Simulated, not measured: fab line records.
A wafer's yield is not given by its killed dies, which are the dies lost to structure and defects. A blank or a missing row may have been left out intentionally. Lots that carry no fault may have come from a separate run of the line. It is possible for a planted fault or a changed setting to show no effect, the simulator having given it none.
Chamber matching || flow n5Finfet || N5_GATE_CUT_CMP_23 on cmp-04 has 4 sister chambers
The step polishes, stops on SiO2, t overpolish 23.4 s, target thk 16 nm. 16 wafers are shown with their chamber, then 8 later ones without.

## WAFERS, EACH WITH ITS CHAMBER
{"wafer": "L077.1", "chamber": 0, "motorCurrentA (A)": 8.3, "timeToEndpointS (s)": 17, "slurryFlowMlMin": 150.1}
{"wafer": "L077.2", "chamber": 2, "motorCurrentA (A)": 8.6, "timeToEndpointS (s)": 19, "slurryFlowMlMin": 149.6}
{"wafer": "L077.5", "chamber": 1, "motorCurrentA (A)": 10.3, "timeToEndpointS (s)": 17, "slurryFlowMlMin": 150.0}
{"wafer": "L078.2", "chamber": 0, "motorCurrentA (A)": 9.3, "timeToEndpointS (s)": 14, "slurryFlowMlMin": 150.2}
{"wafer": "L078.3", "chamber": 3, "motorCurrentA (A)": 10.3, "timeToEndpointS (s)": 19, "slurryFlowMlMin": 150.4}
{"wafer": "L078.5", "chamber": 2, "motorCurrentA (A)": 8.8, "timeToEndpointS (s)": 18, "slurryFlowMlMin": 149.5}
{"wafer": "L079.1", "chamber": 0, "motorCurrentA (A)": 9.0, "timeToEndpointS (s)": 17, "slurryFlowMlMin": 150.0}
{"wafer": "L079.2", "chamber": 1, "motorCurrentA (A)": 10.8, "timeToEndpointS (s)": 21, "slurryFlowMlMin": 149.7}
{"wafer": "L079.6", "chamber": 1, "motorCurrentA (A)": 10.4, "timeToEndpointS (s)": 17, "slurryFlowMlMin": 149.9}
{"wafer": "L085.1", "chamber": 1, "motorCurrentA (A)": 10.7, "timeToEndpointS (s)": 21, "slurryFlowMlMin": 150.1}
{"wafer": "L085.3", "chamber": 0, "motorCurrentA (A)": 9.3, "timeToEndpointS (s)": 17, "slurryFlowMlMin": 149.6}
{"wafer": "L085.5", "chamber": 2, "motorCurrentA (A)": 8.8, "timeToEndpointS (s)": 22, "slurryFlowMlMin": 149.7}
{"wafer": "L087.1", "chamber": 0, "motorCurrentA (A)": 9.0, "timeToEndpointS (s)": 21, "slurryFlowMlMin": 150.5}
{"wafer": "L087.4", "chamber": 3, "motorCurrentA (A)": 10.7, "timeToEndpointS (s)": 22, "slurryFlowMlMin": 149.9}
{"wafer": "L087.5", "chamber": 3, "motorCurrentA (A)": 10.6, "timeToEndpointS (s)": 26, "slurryFlowMlMin": 149.5}
{"wafer": "L088.1", "chamber": 3, "motorCurrentA (A)": 11.1, "timeToEndpointS (s)": 25, "slurryFlowMlMin": 150.1}

SIGNATURES (averages over the wafers above)
{"reading": "motorCurrentA", "chamber 0": 8.980, "chamber 1": 10.550, "chamber 2": 8.733, "chamber 3": 10.675, "scatter within a chamber": 0.315}
{"reading": "timeToEndpointS", "chamber 0": 17.20, "chamber 1": 19.00, "chamber 2": 19.67, "chamber 3": 23.00, "scatter within a chamber": 2.57}
{"reading": "slurryFlowMlMin", "chamber 0": 150.080, "chamber 1": 149.925, "chamber 2": 149.600, "chamber 3": 149.975, "scatter within a chamber": 0.283}
Rule: for each reading, subtract the chamber's mean from the wafer's reading, divide by that reading's scatter and square the result; add these up over the readings and take the root, which gives the wafer's distance from the chamber. The wafer belongs to the nearest chamber; if the next one is less than 2 further off, it can't be placed. How the scatter is found: for the shown wafers, subtract from each reading the mean of its chamber, square and add these, divide the total by (wafers less chambers), then take the root.

## WAFERS MISSING THEIR CHAMBER
{"wafer": "L088.3", "motorCurrentA (A)": 8.7, "timeToEndpointS (s)": 25, "slurryFlowMlMin": 150.7}
{"wafer": "L088.6", "motorCurrentA (A)": 9.1, "timeToEndpointS (s)": 23, "slurryFlowMlMin": 150.4}
{"wafer": "L094.2", "motorCurrentA (A)": 8.7, "timeToEndpointS (s)": 16, "slurryFlowMlMin": 149.9}
{"wafer": "L094.4", "motorCurrentA (A)": 8.6, "timeToEndpointS (s)": 19, "slurryFlowMlMin": 150.2}
{"wafer": "L094.6", "motorCurrentA (A)": 9.1, "timeToEndpointS (s)": 20, "slurryFlowMlMin": 150.1}
{"wafer": "L096.2", "motorCurrentA (A)": 9.1, "timeToEndpointS (s)": 19, "slurryFlowMlMin": 149.8}
{"wafer": "L096.4", "motorCurrentA (A)": 8.4, "timeToEndpointS (s)": 17, "slurryFlowMlMin": 150.9}
{"wafer": "L096.6", "motorCurrentA (A)": 8.4, "timeToEndpointS (s)": 18, "slurryFlowMlMin": 149.8}

## CHAMBER TAKEN BY EACH
{"wafer": "L088.3", "from the rows above": "can't be placed: 0 or 2", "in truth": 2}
{"wafer": "L088.6", "from the rows above": "can't be placed: 0 or 2", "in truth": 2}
{"wafer": "L094.2", "from the rows above": "can't be placed: 0 or 2", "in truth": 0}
{"wafer": "L094.4", "from the rows above": "can't be placed: 0 or 2", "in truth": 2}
{"wafer": "L094.6", "from the rows above": "can't be placed: 0 or 2", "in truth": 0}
{"wafer": "L096.2", "from the rows above": "can't be placed: 0 or 2", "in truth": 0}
{"wafer": "L096.4", "from the rows above": "can't be placed: 0 or 2", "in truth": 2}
{"wafer": "L096.6", "from the rows above": "can't be placed: 2 or 0", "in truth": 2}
Placed correctly: 0 of 8. Can't be placed from these rows: 8 (the true chamber is among the candidates in 8). Placed wrongly: 0.
